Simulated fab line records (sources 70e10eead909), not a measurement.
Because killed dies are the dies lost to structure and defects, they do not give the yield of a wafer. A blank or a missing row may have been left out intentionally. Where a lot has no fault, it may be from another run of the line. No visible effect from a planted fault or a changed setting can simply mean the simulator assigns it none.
Matching of chambers | flow nand_harc | NHARC_A_CHANNEL_FILL_D2_ALD_16 on ald_hk-03: 4 sister chambers
The step deposits SiO2, target thk 1.5 nm, pulse time 10 s, ald cycles 15. 8 wafers are shown with their chamber, then 7 later ones without.

EACH WAFER AND ITS CHAMBER
wafer  | chamber | heater_power_w (W) | precursor_pulse_height_rel
L076.1 | 0       | 413                | 1.034
L075.4 | 0       | 424                | 0.991
L080.2 | 1       | 464                | 1.047
L087.3 | 2       | 452                | 0.978
L087.5 | 3       | 547                | 0.987
L087.6 | 2       | 444                | 0.988
L088.1 | 1       | 452                | 1.036
L088.3 | 3       | 547                | 1.012

WAFERS WITH NO CHAMBER GIVEN
wafer  | heater_power_w (W) | precursor_pulse_height_rel
L088.6 | 449                | 1.014
L090.2 | 407                | 0.949
L090.3 | 563                | 1.015
L090.6 | 451                | 1.019
L092.1 | 405                | 1.036
L092.2 | 442                | 1.018
L092.5 | 441                | 0.979

WHICH CHAMBER EACH WENT THROUGH
wafer  | from the rows above          | in truth
L088.6 | can't be placed: 2 or 1      | 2
L090.2 | 0                            | 0
L090.3 | 3                            | 3
L090.6 | can't be placed: 1 or 2      | 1
L092.1 | 0                            | 0
L092.2 | can't be placed: 2 or 1 or 0 | 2
L092.5 | 2                            | 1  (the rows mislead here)
3 of 7 placed correctly. From these rows, 3 cannot be placed; in 3 the true chamber is one of the candidates. Number placed wrongly: 1.
How it was worked out, from the rows above alone: a wafer's distance from a chamber is the root of the sum, over the readings, of the square of ((its reading less the chamber's mean) divided by the reading's scatter). If the next closest chamber is less than 2 further off than the closest, the wafer can't be placed; otherwise it belongs to the closest. For every chamber, the mean is computed from those of its wafers that are shown. The scatter is the square root of a quotient: the sum, over the shown wafers, of each reading's squared deviation from its chamber's mean, divided by wafers minus chambers.
